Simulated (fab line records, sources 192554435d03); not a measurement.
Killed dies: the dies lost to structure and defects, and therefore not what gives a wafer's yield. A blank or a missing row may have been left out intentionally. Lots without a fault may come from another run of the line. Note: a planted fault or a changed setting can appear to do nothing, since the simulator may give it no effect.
Chamber matching || flow n5Finfet || pecvd-03 running N5_BEOL_M14_DEP_53: 3 sister chambers
The step deposits SiCN from 3MS/NH3, target thk 50 nm, time 17.8 s. 3 wafers are shown with their chamber, then 8 later ones without.

== WAFERS, EACH WITH ITS CHAMBER ==
{"wafer": "L076.1", "chamber": 1, "throttleValvePct (%)": 19.3}
{"wafer": "L090.5", "chamber": 2, "throttleValvePct (%)": 16.5}
{"wafer": "L091.2", "chamber": 0, "throttleValvePct (%)": 18.2}

== WAFERS WITH NO CHAMBER GIVEN ==
{"wafer": "L091.3", "throttleValvePct (%)": 16.2}
{"wafer": "L091.5", "throttleValvePct (%)": 15.9}
{"wafer": "L096.2", "throttleValvePct (%)": 16.2}
{"wafer": "L096.3", "throttleValvePct (%)": 16.2}
{"wafer": "L096.6", "throttleValvePct (%)": 18.5}
{"wafer": "L097.2", "throttleValvePct (%)": 17.9}
{"wafer": "L097.4", "throttleValvePct (%)": 18.2}
{"wafer": "L097.6", "throttleValvePct (%)": 18.3}

== THE CHAMBER EACH PASSED THROUGH ==
{"wafer": "L091.3", "from the rows above": 2, "in truth": 2}
{"wafer": "L091.5", "from the rows above": 2, "in truth": 2}
{"wafer": "L096.2", "from the rows above": 2, "in truth": 2}
{"wafer": "L096.3", "from the rows above": 2, "in truth": 2}
{"wafer": "L096.6", "from the rows above": "can't be placed: 0 or 1", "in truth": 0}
{"wafer": "L097.2", "from the rows above": 0, "in truth": 0}
{"wafer": "L097.4", "from the rows above": 0, "in truth": 0}
{"wafer": "L097.6", "from the rows above": 0, "in truth": 0}
7 of 8 placed correctly. Cannot be placed on the basis of these rows: 1; the candidates contain the true chamber in 1. 0 placed wrongly.
How it was worked out, from the rows above alone: a wafer's distance from a chamber is the root of the sum, over the readings, of the square of ((its reading less the chamber's mean) divided by the reading's scatter). If the next closest chamber is less than 2 further off than the closest, the wafer can't be placed; otherwise it belongs to the closest. For every chamber, the mean is computed from those of its wafers that are shown. The scatter: root of mean squared gap, hidden wafer to nearest shown wafer, with one shown wafer a chamber.
